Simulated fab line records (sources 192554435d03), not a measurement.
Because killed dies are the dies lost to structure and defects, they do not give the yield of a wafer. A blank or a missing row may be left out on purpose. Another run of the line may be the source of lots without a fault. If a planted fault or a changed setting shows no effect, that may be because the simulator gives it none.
A lot that was struck, set against a sound lot / flow n5_finfet / 16 out of 1938 route steps
Sound: these wafers, L473.1, L473.2, L473.5. Struck: wafer L479.3 (L479.1, L479.2, from the same lot, were not struck and are left out); the cause is given at the end.
For every step that has rows: the tool of each side, followed by ch and its chambers, followed by its first start. Under that, the readings that differ: sound wafers / struck wafers / difference of the means / sigmas: that difference in standard deviations of wafers without a fault.
alike: words and numbers the same on both sides, and readings whose means are apart by under 2 such deviations; not compared: readings that were withheld, readings missing a value for some wafer, numbers with overlapping values and no deviation given by the record, and bounds like >300 which may hide the same value.
A row with sigmas, a row that says differs or no value, or rows on one side alone: a step with any of these is where the two part. Numbers that don't overlap but have no deviation are shown without sigmas and don't part them. A reading that every wafer of one side lacks parts them only if that side has two wafers or more.

first, 5 steps without rows for these wafers: N5_BEOL_M0_CUTY_EBR_52; N5_BEOL_M0_CUTY_SOFTBAKE_53 (time 60 s); N5_BEOL_M0_CUTY_EXPOSE_54 (exposes mask M0 ABLK); N5_BEOL_M0_CUTY_PEB_55 (peb time 60 s); N5_BEOL_M0_CUTY_DEVELOP_56 (develop time 30 s).
N5_BEOL_M0_CUTY_CD_MEAS_57: target cd 200 nm.
  sound on cd_sem-01 ch 0, day 10 05:42; struck on cd_sem-03 ch 0, day 10 22:53
  alike: cd_nm
N5_BEOL_M0_CUTY_OVL_MEAS_58:
  sound on overlay-01 ch 0, day 10 05:44; struck on overlay-02 ch 0, day 10 22:55
  alike: M0_ABLK_OVL
N5_BEOL_M0_CUTY_INSPECT_59: inspects for defects (macro).
  struck on defect_inspect-02, day 10 22:56; sound on defect_inspect-02, day 10 05:46
  alike: raw_defect_count
N5_BEOL_M0_CUTY_DESCUM_61: chemistry O2, time 7.9 s.
  sound on rie_diel-05 ch 0,2, day 10 06:01; struck on rie_diel-04 ch 0, day 10 23:28
reading=rf_vpp_V (V); sound=243.0 242.4 243.8; struck=245.3; difference=+2.2; sigmas=+2
  alike: drypump_motor_current_A, oes_product_au, showerhead_plenum_p_Torr, throttle_valve_pct
  not compared: rf_hours_counter_h
N5_BEOL_M0_CUTY_ETCH_62: etches SiARC in CF4, time 58.5 s.
  sound on rie_diel-05 ch 0,2, day 10 06:02; struck on rie_diel-04 ch 0, day 10 23:30
reading=etch_rf_on_time_s (s); sound=61.7 60.8 61.3; struck=56.7; difference=-4.6; sigmas=-2
  alike: drypump_motor_current_A, oes_product_au, rf_vpp_V, showerhead_plenum_p_Torr, throttle_valve_pct
  not compared: rf_hours_counter_h
N5_BEOL_M0_CUTY_ETCH_63: etches SOC in N2/H2, target depth 82.7 nm, overetch 16.5 nm, time 124 s.
  sound on rie_diel-05 ch 0,2, day 10 06:05; struck on rie_diel-04 ch 0, day 10 23:33
reading=throttle_valve_pct (%); sound=18.06 17.88 18.05; struck=17.46; difference=-0.54; sigmas=-2
  alike: drypump_motor_current_A, oes_product_au, rf_vpp_V, showerhead_plenum_p_Torr
  not compared: rf_hours_counter_h
then, 1 step without rows for these wafers: N5_BEOL_M0_CUTY_STRIP_64 (strips in N2/H2).
N5_BEOL_M0_ETCH_138: etches SiCN in CH3F/O2, target depth 12 nm, time 31.6 s.
  sound on rie_diel-05 ch 0,2, day 10 06:13; struck on rie_diel-04 ch 0, day 10 23:40
reading=etch_rf_on_time_s (s); sound=30.8 27.7 31.8; struck=18.1; difference=-12.0; sigmas=-10
reading=oes_product_au (a.u.); sound=0.63 0.59 0.63; struck=0.92; difference=+0.30; sigmas=+4
  alike: CH3F_flow_sccm, drypump_motor_current_A, rf_vpp_V, showerhead_plenum_p_Torr, throttle_valve_pct
  not compared: rf_hours_counter_h
N5_BEOL_M0_HM_OPEN_105: chemistry Cl2/BCl3, target TiN, target depth 12 nm.
  sound on rie_metal-01 ch 0,1, day 10 08:27; struck on rie_metal-01 ch 1, day 11 01:29
  alike: drypump_motor_current_A, oes_product_au, throttle_valve_pct
  not compared: rf_hours_counter_h
-- the record jumps here: 2 days lie between the struck wafers' starts before and after (it left off in module BEOL_M0 and takes up again in module BEOL_M4, whose first step shown is number 1111 of the route) --
N5_BEOL_M4_RC_MEAS_101:
  sound on prober-01 ch 0, day 12 03:56; struck on prober-01 ch 0, day 13 07:44
reading=SS_N (mV/dec); sound=71.1 70.5 70.7; struck=72.6; difference=+1.8; sigmas=+2
  alike: DIBL_N, DIBL_P, IOFF_N, IOFF_P, ION_N, ION_P, SS_P, VT_N, VT_P
N5_PASSIVATION_PROBE_49:
  sound wafers here have rows in the record (prober-02, day 16 06:08); struck ones have none

## WHERE THEY PART
Last at N5_PASSIVATION_PROBE_49 as far as this record goes, first at N5_BEOL_M0_CUTY_DESCUM_61.

WHY: what the simulator had put in
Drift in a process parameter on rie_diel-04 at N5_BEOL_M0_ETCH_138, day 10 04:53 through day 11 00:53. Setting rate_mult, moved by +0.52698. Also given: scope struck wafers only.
